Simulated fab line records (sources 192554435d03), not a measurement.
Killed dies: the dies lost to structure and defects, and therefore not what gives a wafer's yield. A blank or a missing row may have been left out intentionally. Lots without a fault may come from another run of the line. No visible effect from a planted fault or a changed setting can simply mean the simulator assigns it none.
fab line records	flow n5_finfet
record: lots: 7	wafers: 21	last_day: 17
route steps=1938 shown SD_EPI_P@324 SD_ACTIVATION@330 ILD0@335 PASSIVATION@1936
lots with no fault: from the same line, run without faults
start_h: hours from the record's opening day to when the first of the lot's shown wafers began	wait_h: how many hours have passed since the lot's step before this one	" same as the row above	L1.1+2: one row covering several wafers at once	- no value, or no start given	* or withheld: withheld	< > ~ a bound
route shown NAME@n: names a module that has steps shown in the file, with the first one's number in the route	usual: mean and standard deviation over wafers with no fault	same: alike in all rows	chamber/n: place in a boat	sites: per-site readings	_std_site: their standard deviation	_edge_site: inner sites' mean taken away from outer sites' mean	radius_mm: how far each site lies from the wafer's centre	mask NAME#n: copy n	behind: the tool/chamber that last shaped the wafer	hold: cause of the lot's hold/its duration in hours/its outcome	device: which transistor (n, p or np) failed to switch	end of line: the same wafers' tests at the end of the route	for a step that has no rows: nothing shown but its recipe	killed: the dies lost at the first sort to structure and to defects; this is not the yield of the wafer	map: the dies of a wafer, with x for killed, . for not killed, _ for no die there
set.NAME: the setting as run; set.NAME@STEP: as run at that earlier step	model.NAME: the simulator's own value behind a step, which no gauge read
lots seen at some steps along the route; tables by step, rows by wafer
services: the hour from which a tool's chamber was out of use, counted from the record's first day as start_h (under 0 if before that day), plus the number of hours and why
== steps ==
step: N5_SD_EPI_P_SRD_49
recipe: dry: ipa_marangoni	time_s: 30	temp_c: 23	rinse_liquid: diw
step: N5_SD_EPI_P_PRECLEAN_24
recipe: chemistry: O3/DIW	time_s: 45	temp_c: 22	o3_ppm: 10
step: N5_SD_EPI_P_PRECLEAN_32
recipe: chemistry: dHF	time_s: 10	dilution: 500:1	temp_c: 25
step: N5_SD_EPI_P_PRECLEAN_33
recipe: chemistry: SC2	time_s: 45	temp_c: 35	mix: 1:1:50
step: N5_SD_EPI_P_SRD_25
recipe: time_s: 30	temp_c: 23	rinse_liquid: diw	dry: ipa_marangoni
step: N5_SD_EPI_P_INSPECT_26
recipe: inspect_instrument: darkfield	mode: post_epi
usual: raw_defect_count: 198/39
lot.wafer	tool	chamber	start_h	wait_h	raw_defect_count
L408.1	defect_inspect-02	-	56.20	0.0	147
L408.4	"	-	"	"	163
L408.6	"	-	"	"	167
L410.2	defect_inspect-01	-	79.81	0.0	206
L410.3	"	-	"	"	180
L410.4	"	-	"	"	193
L411.3	defect_inspect-01	-	85.51	0.0	203
L411.4	"	-	"	"	228
L411.6	"	-	"	"	193
L412.1	defect_inspect-02	-	88.15	0.0	193
L412.4	"	-	"	"	178
L412.5	"	-	"	"	163
L418.1	defect_inspect-02	-	119.75	0.0	198
L418.3	"	-	"	"	213
L418.5	"	-	"	"	143
L422.3	defect_inspect-01	-	143.14	0.0	208
L422.5	"	-	"	"	171
L422.6	"	-	"	"	215
L427.2	defect_inspect-01	-	174.43	0.0	185
L427.4	"	-	"	"	236
L427.6	"	-	"	"	190
step: N5_SD_ACTIVATION_RTA_00
recipe: temp_c: 975	time_s: 0	ambient: N2	idle_temp_c: 600	ramp_up_c_per_s: 150	ramp_down_c_per_s: 60	cool_to_c: 600
usual: lamp_power_pct: 8.96/0.058	lamp_zone_1_pct: 8.951/0.029	wafer_temp_C_max: 975.2/2
same: time_s: 0
lot.wafer	tool	chamber	start_h	wait_h	lamp_power_pct	lamp_zone_1_pct	wafer_temp_C_max
L408.1	rtp_anneal-01	0	56.23	0.0	8.88	8.923	975.5
L408.4	"	0	"	"	8.99	8.956	972.3
L408.6	"	0	"	"	8.87	8.952	974.6
L410.2	rtp_anneal-01	0	79.87	0.1	9.00	8.942	974.0
L410.3	"	0	"	"	8.99	8.934	973.3
L410.4	"	0	"	"	8.96	8.910	973.7
L411.3	rtp_anneal-01	0	85.60	0.1	8.91	8.920	977.8
L411.4	"	0	"	"	9.01	8.965	973.8
L411.6	"	0	"	"	8.98	8.930	972.9
L412.1	rtp_anneal-01	0	88.26	0.1	8.90	8.972	969.6
L412.4	"	0	"	"	8.95	8.979	972.1
L412.5	"	0	"	"	9.01	8.945	975.5
L418.1	rtp_anneal-01	0	119.78	0.0	8.92	8.941	973.4
L418.3	"	0	"	"	8.94	8.962	972.8
L418.5	"	0	"	"	8.99	8.970	979.1
L422.3	rtp_anneal-01	0	143.22	0.1	8.99	8.923	973.9
L422.5	"	0	"	"	8.93	9.015	973.6
L422.6	"	0	"	"	8.93	8.953	979.1
L427.2	rtp_anneal-01	0	174.49	0.1	8.91	8.950	976.7
L427.4	"	0	"	"	9.00	8.955	974.9
L427.6	"	0	"	"	8.94	8.966	974.7
step: N5_SD_ACTIVATION_LSA_01
recipe: temp_c: 1080	time_s: 0.0008	ambient: N2
usual: wafer_temp_C_max: 1085.2/1.1
same: time_s: 0.0008
lot.wafer	tool	chamber	start_h	wait_h	wafer_temp_C_max
L408.1	laser_anneal-02	0	56.43	0.2	1087.6
L408.4	"	0	"	"	1086.6
L408.6	"	0	"	"	1085.3
L410.2	laser_anneal-02	0	80.07	0.2	1087.1
L410.3	"	0	"	"	1085.5
L410.4	"	0	"	"	1085.2
L411.3	laser_anneal-02	0	85.80	0.2	1084.6
L411.4	"	0	"	"	1084.0
L411.6	"	0	"	"	1085.4
L412.1	laser_anneal-01	0	88.46	0.2	1084.4
L412.4	"	0	"	"	1086.3
L412.5	"	0	"	"	1083.9
L418.1	laser_anneal-01	0	119.98	0.2	1085.2
L418.3	"	0	"	"	1084.5
L418.5	"	0	"	"	1086.3
L422.3	laser_anneal-01	0	143.42	0.2	1084.3
L422.5	"	0	"	"	1084.8
L422.6	"	0	"	"	1085.4
L427.2	laser_anneal-01	0	174.69	0.2	1084.8
L427.4	"	0	"	"	1085.7
L427.6	"	0	"	"	1084.4
step: N5_SD_ACTIVATION_RS_MEAS_03
recipe: thk_meas_gauge: four-point-probe
usual: RS_SD_N: 21.91/0.25	RS_SD_P: 56.0/1
lot.wafer	tool	chamber	start_h	wait_h	RS_SD_N[ohm/sq]	RS_SD_P[ohm/sq]
L408.1	film_metro-02	-	56.63	0.2	21.37	54.6
L408.4	"	-	"	"	21.64	54.9
L408.6	"	-	"	"	21.68	54.8
L410.2	film_metro-01	-	80.26	0.2	22.00	55.2
L410.3	"	-	"	"	21.77	54.0
L410.4	"	-	"	"	22.12	55.1
L411.3	film_metro-02	-	85.98	0.2	21.92	56.9
L411.4	"	-	"	"	22.02	56.3
L411.6	"	-	"	"	22.07	57.4
L412.1	film_metro-01	-	88.68	0.2	21.91	56.8
L412.4	"	-	"	"	21.83	56.9
L412.5	"	-	"	"	21.73	57.1
L418.1	film_metro-01	-	120.18	0.2	22.05	56.6
L418.3	"	-	"	"	22.12	56.4
L418.5	"	-	"	"	22.05	56.0
L422.3	film_metro-01	-	143.61	0.2	21.72	56.9
L422.5	"	-	"	"	21.72	56.8
L422.6	"	-	"	"	22.00	57.7
L427.2	film_metro-02	-	174.88	0.2	21.53	56.7
L427.4	"	-	"	"	21.23	56.3
L427.6	"	-	"	"	21.49	56.0
step: N5_SD_ACTIVATION_INSPECT_02
recipe: inspect_instrument: darkfield	mode: post_anneal
usual: raw_defect_count: 198/39
lot.wafer	tool	chamber	start_h	wait_h	raw_defect_count
L408.1	defect_inspect-01	-	56.96	0.2	137
L408.4	"	-	"	"	161
L408.6	"	-	"	"	163
L410.2	defect_inspect-01	-	80.57	0.1	215
L410.3	"	-	"	"	182
L410.4	"	-	"	"	184
L411.3	defect_inspect-02	-	86.26	0.1	210
L411.4	"	-	"	"	221
L411.6	"	-	"	"	204
L412.1	defect_inspect-02	-	89.00	0.2	198
L412.4	"	-	"	"	186
L412.5	"	-	"	"	164
L418.1	defect_inspect-01	-	120.50	0.2	212
L418.3	"	-	"	"	225
L418.5	"	-	"	"	137
L422.3	defect_inspect-01	-	143.89	0.1	191
L422.5	"	-	"	"	163
L422.6	"	-	"	"	225
L427.2	defect_inspect-01	-	175.19	0.2	197
L427.4	"	-	"	"	243
L427.6	"	-	"	"	182
step: N5_ILD0_LINER_00
recipe: material: SiNx	target_thk_a: 40	temp_c: 400	ald_precursor_family: SiH2I2	ald_co_reactant: N2/H2-plasma	pulse_time_s: 1	purge_time_s: 2	co_reactant_purge_time_s: 2	ald_cycles: 80	pressure_torr: 2
usual: chamber_pressure_Torr: 2.001/0.0042	heater_power_w: 828/87	precursor_pulse_height_rel: 1.000/0.021
lot.wafer	tool	chamber	start_h	wait_h	chamber_pressure_Torr	heater_power_w	precursor_pulse_height_rel
L408.1	ald_sin-02	2	57.00	0.0	1.994	906	1.004
L408.4	"	0	"	"	2.000	818	0.981
L408.6	"	3	"	"	2.001	861	1.009
L410.2	ald_sin-04	1	80.60	0.0	1.993	819	0.991
L410.3	"	0	"	"	2.006	702	1.005
L410.4	"	2	"	"	2.003	1053	1.006
L411.3	ald_sin-02	2	86.30	0.0	2.001	916	0.998
L411.4	"	0	"	"	1.994	811	1.001
L411.6	"	1	"	"	2.006	788	0.985
L412.1	ald_sin-01	0	89.48	0.5	2.004	769	0.977
L412.4	"	1	"	"	1.998	825	0.950
L412.5	"	2	"	"	2.000	806	1.014
L418.1	ald_sin-04	2	121.13	0.6	1.997	1027	0.969
L418.3	"	3	"	"	1.992	750	1.026
L418.5	"	3	"	"	2.000	745	1.008
L422.3	ald_sin-04	2	144.65	0.8	2.007	1003	0.999
L422.5	"	3	"	"	1.995	745	0.988
L422.6	"	0	"	"	2.008	726	0.971
L427.2	ald_sin-04	1	175.23	0.0	2.008	868	0.998
L427.4	"	2	"	"	2.004	1034	1.006
L427.6	"	2	"	"	2.008	1018	1.003
step: N5_ILD0_FCVD_FILL_01
recipe: material: SiO2_flowable	target_thk_a: 2000	temp_c: 100	pressure_torr: 0.8	rf_w: 2000	time_s: 328.3
usual: chamber_pressure_Torr: 0.8000/0.002
same: time_s: 328.3
lot.wafer	tool	chamber	start_h	wait_h	chamber_pressure_Torr
L408.1	fcvd-01	0	57.41	0.2	0.7988
L408.4	"	1	"	"	0.8035
L408.6	"	1	"	"	0.7998
L408.1	fcvd-01	0	57.96	0.4	0.8009
L408.4	"	1	"	"	0.8021
L408.6	"	1	"	"	0.8007
L410.2	fcvd-01	1	81.03	0.2	0.7994
L410.3	"	0	"	"	0.7998
L410.4	"	1	"	"	0.8006
L411.3	fcvd-01	1	86.83	0.3	0.8009
L411.4	"	0	"	"	0.8042
L411.6	"	0	"	"	0.8034
L411.3	fcvd-01	1	87.38	0.4	0.7996
L411.4	"	0	"	"	0.7990
L411.6	"	0	"	"	0.8011
L412.1	fcvd-02	1	89.90	0.2	0.7971
L412.4	"	1	"	"	0.8002
L412.5	"	0	"	"	0.7989
L418.1	fcvd-01	0	121.54	0.2	0.7998
L418.3	"	1	"	"	0.8021
L418.5	"	1	"	"	0.8005
L418.1	fcvd-01	0	122.09	0.4	0.7999
L418.3	"	1	"	"	0.8012
L418.5	"	1	"	"	0.8038
L422.3	fcvd-02	1	145.18	0.3	0.7982
L422.5	"	0	"	"	0.8025
L422.6	"	1	"	"	0.7983
L427.2	fcvd-02	0	175.64	0.2	0.8017
L427.4	"	0	"	"	0.8040
L427.6	"	0	"	"	0.8017
step: N5_ILD0_CURE_02
recipe: temp_c: 450	time_s: 1800	ambient: steam	idle_temp_c: 400	ramp_up_c_per_min: 5	ramp_down_c_per_min: 3	densification_p_h2o_torr: 640
step: N5_ILD0_CMP_03
recipe: stop_on: SiNx	t_overpolish_s: 1.9	post_cmp_clean: alkaline_brush	down_force_psi: 4.1491	platen_rpm: 51.796	pad_velocity_m_s: 1.0306	target_thk_nm: 197.38
usual: motor_current_A: 12.7/0.99	overpolish_run_s: 1.900/0.0084	time_to_endpoint_s: 71/3.9
lot.wafer	tool	chamber	start_h	wait_h	motor_current_A	overpolish_run_s	time_to_endpoint_s
L408.1	cmp-04	1	59.99	0.1	13.2	1.908	144
L408.4	"	2	"	"	13.3	1.899	141
L408.6	"	0	"	"	12.2	1.905	145
L410.2	cmp-03	3	83.00	0.0	11.4	1.886	71
L410.4	"	0	"	"	13.6	1.886	69
L410.3	"	2	"	"	10.8	1.903	74
L411.3	cmp-04	2	89.61	0.4	13.2	1.904	143
L411.4	"	0	"	"	11.8	1.923	149
L411.6	"	2	"	"	13.8	1.897	148
L412.1	cmp-01	1	91.85	0.0	14.5	1.894	76
L412.4	"	2	"	"	12.9	1.904	72
L412.5	"	2	"	"	13.7	1.895	70
L418.1	cmp-01	3	124.04	0.0	12.6	1.897	128
L418.3	"	0	"	"	11.6	1.909	133
L418.5	"	0	"	"	12.0	1.892	135
L422.3	cmp-04	3	147.05	0.1	11.7	1.898	64
L422.5	"	2	"	"	13.2	1.898	63
L422.6	"	3	"	"	12.1	1.897	61
L427.2	cmp-03	0	177.63	0.1	13.7	1.909	68
L427.4	"	1	"	"	13.0	1.897	76
L427.6	"	3	"	"	11.3	1.896	73
step: N5_ILD0_THK_MEAS_04
usual: thk_nm: 197.6/1.1
lot.wafer	tool	chamber	start_h	wait_h	thk_nm
L408.1	film_metro-02	-	60.20	-	198.2
L408.4	"	-	"	"	196.3
L408.6	"	-	"	"	197.7
L410.2	film_metro-01	-	83.29	-	198.6
L410.3	"	-	"	"	199.0
L410.4	"	-	"	"	196.8
L411.3	film_metro-02	-	89.91	-	197.1
L411.4	"	-	"	"	197.7
L411.6	"	-	"	"	197.3
L412.1	film_metro-02	-	92.14	-	199.6
L412.4	"	-	"	"	198.1
L412.5	"	-	"	"	197.6
L418.1	film_metro-01	-	124.33	-	196.6
L418.3	"	-	"	"	198.2
L418.5	"	-	"	"	199.4
L422.3	film_metro-01	-	147.31	-	196.0
L422.5	"	-	"	"	196.1
L422.6	"	-	"	"	198.2
L427.2	film_metro-01	-	177.89	-	197.4
L427.4	"	-	"	"	198.2
L427.6	"	-	"	"	197.3
step: N5_PASSIVATION_PROBE_49
usual: defect_limited_yield: 91.2/1.4	killed_at_M0_to_M3: 34/9.3	killed_at_M4_up: 14/5.9	killed_at_contacts: 14/5.7	killed_at_front_end: 38/10	killed_at_other: 4/3.2	killed_dies: 104/17	killed_open: 67/13	killed_short: 33/6.9	sort_bin_5_function: 5.2/1	sort_bin_6_memory: 3.3/0.61	sort_bin_8_speed: 0.3/1.8	sort_n_pass: 1069/52
same: gross_dies: 1180	killed_at_back_side: 0	sort_bin_4_leakage[%]: 0
lot.wafer	tool	chamber	start_h	wait_h	defect_limited_yield[%]	killed_at_M0_to_M3	killed_at_M4_up	killed_at_contacts	killed_at_front_end	killed_at_other	killed_dies	killed_open	killed_short	sort_bin_5_function[%]	sort_bin_6_memory[%]	sort_bin_8_speed[%]	sort_n_pass
L408.1	prober-01	-	286.13	0.0	91.3	18	8	22	48	7	103	62	38	5.3	3.3	0	1077
L411.6	prober-01	-	348.25	0.3	91.5	27	17	12	43	1	100	64	33	4.8	3.3	0	1080
L418.1	prober-01	-	376.23	0.0	88.8	51	31	13	34	3	132	94	34	7.5	3.6	0	1048
L418.3	prober-01	-	376.33	0.1	90.8	28	28	17	36	0	109	79	25	5.4	3.6	0	1071
L418.5	prober-01	-	376.43	0.2	91.9	21	10	13	47	4	95	64	23	5.0	3.0	0	1085
L422.3	prober-01	-	392.31	0.1	88.3	23	28	20	62	5	138	91	41	7.1	4.2	0	1042
L422.5	prober-01	-	392.41	0.2	89.0	45	13	20	39	13	130	84	36	6.4	4.4	0	1050
L422.6	prober-01	-	392.46	0.3	86.7	46	17	17	70	7	157	100	48	6.9	6.2	0	1023
killed by level:class
L408.1 MOL_CONTACT_COAG:geometric_particle:open=17 FIN_SAQP:geometric_particle:open=16 FIN_SAQP:geometric_particle:short=15 MOL_CONTACT_COAG:geometric_particle:short=5 BEOL_M0_SAQP:geometric_particle:short=5 MIM_TOP_ETCH:geometric_particle:open=4 DUMMY_GATE:geometric_particle:open=3 BEOL_M1:geometric_particle:short=3
L411.6 FIN_SAQP:geometric_particle:open=11 FIN_SAQP:geometric_particle:short=10 MOL_CONTACT_COAG:geometric_particle:open=10 BEOL_M4:geometric_particle:open=8 BEOL_M3:geometric_particle:open=7 BEOL_M0_SAQP:geometric_particle:open=6 DUMMY_GATE:geometric_particle:open=5 STI_FIN_REVEAL:geometric_particle:open=4
L418.1 BEOL_M2:geometric_particle:open=22 BEOL_M4:geometric_particle:open=16 BEOL_M0_SAQP:geometric_particle:open=13 ILD0:geometric_particle:open=8 MOL_CONTACT_COAG:geometric_particle:open=8 BEOL_M0_SAQP:geometric_particle:short=7 BEOL_M2:geometric_particle:short=6 FIN_SAQP:geometric_particle:open=5
L418.3 BEOL_M4:geometric_particle:open=15 BEOL_M2:geometric_particle:open=15 STI_FIN_REVEAL:geometric_particle:open=8 MOL_CONTACT_COAG:geometric_particle:open=8 DUMMY_GATE:geometric_particle:open=7 FIN_SAQP:geometric_particle:open=6 MOL_CONTACT_COAG:geometric_particle:short=6 ILD0:geometric_particle:short=4
L418.5 FIN_SAQP:geometric_particle:open=23 BEOL_M2:geometric_particle:open=11 MOL_CONTACT_COAG:geometric_particle:open=9 FIN_SAQP:geometric_particle:short=7 GATE_CUT:geometric_particle:short=4 STI_FIN_REVEAL:geometric_particle:open=3 STARTING-WAFER:geometric_particle:open=3 BEOL_M2:geometric_particle:short=3
L422.3 STI_FIN_REVEAL:geometric_particle:open=18 MOL_CONTACT_COAG:geometric_particle:open=17 BEOL_M4:geometric_particle:open=13 FIN_SAQP:geometric_particle:short=7 FIN_SAQP:geometric_particle:open=7 ILD0:geometric_particle:short=7 ILD0:geometric_particle:open=6 STI_FIN_REVEAL:geometric_particle:short=5
L422.5 MOL_CONTACT_COAG:geometric_particle:open=15 STI_FIN_REVEAL:geometric_particle:open=10 BEOL_M0_SAQP:geometric_particle:open=10 BEOL_M1:geometric_particle:open=9 PASSIVATION:area_etch=9 BEOL_M3:geometric_particle:open=8 STI_FIN_REVEAL:geometric_particle:short=7 BEOL_M0_SAQP:geometric_particle:short=7
L422.6 STI_FIN_REVEAL:geometric_particle:open=21 FIN_SAQP:geometric_particle:open=14 FIN_SAQP:geometric_particle:short=12 BEOL_M1:geometric_particle:open=10 BEOL_M3:geometric_particle:open=10 MOL_CONTACT_COAG:geometric_particle:open=9 BEOL_M0_SAQP:geometric_particle:short=9 MOL_CONTACT_COAG:geometric_particle:short=8
== services ==
tool	chamber	start_h	hours	kind
fcvd-01	-	42.25	0.5	repair
cmp-04	-	43.49	6.8	pm
fcvd-02	-	55.85	2.8	pm
laser_anneal-01	-	83.61	2.2	pm
cmp-04	-	84.60	2.3	repair
ald_sin-04	-	86.50	14.0	pm
ald_sin-04	0	86.50	14.0	vent_cycle
ald_sin-04	1	86.50	14.0	vent_cycle
ald_sin-04	2	86.50	14.0	vent_cycle
ald_sin-04	3	86.50	14.0	vent_cycle
laser_anneal-02	-	87.55	0.9	repair
fcvd-01	-	100.34	1.5	repair
ald_sin-04	0	100.50	-	clean
ald_sin-04	1	100.50	-	clean
ald_sin-04	2	100.50	-	clean
laser_anneal-02	-	105.31	1.8	pm
cmp-03	-	106.47	6.9	pm
cmp-04	-	131.66	4.0	pm
fcvd-01	0	137.73	3.4	repair
laser_anneal-02	-	153.24	4.2	repair
fcvd-01	0	164.95	95.1	repair
laser_anneal-02	-	169.76	26.0	repair
cmp-03	-	173.83	1.4	repair
ald_sin-02	-	177.14	14.0	pm
== key ==
first_sign: step: N5_ILD0_FCVD_FILL_01	reading: visit	direction: added
effect: step: N5_ILD0_CMP_03	reading: time_to_endpoint_s	direction: up	sigmas: 18	usual: *	struck: *
met_at N5_ILD0_FCVD_FILL_01
struck_wafers L408.1,L408.4,L408.6,L411.3,L411.4,L411.6,L418.1,L418.3,L418.5
rows_end L411.3,L411.4
fault: kind: repeated_step_whole	tool: fcvd-01,fcvd-02	chamber: -	onset_h: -	steps: N5_ILD0_FCVD_FILL_01	times: 1	scope: struck_lots_only
rows_end: these wafers met a further fault down the route, and their rows from its step on are left out
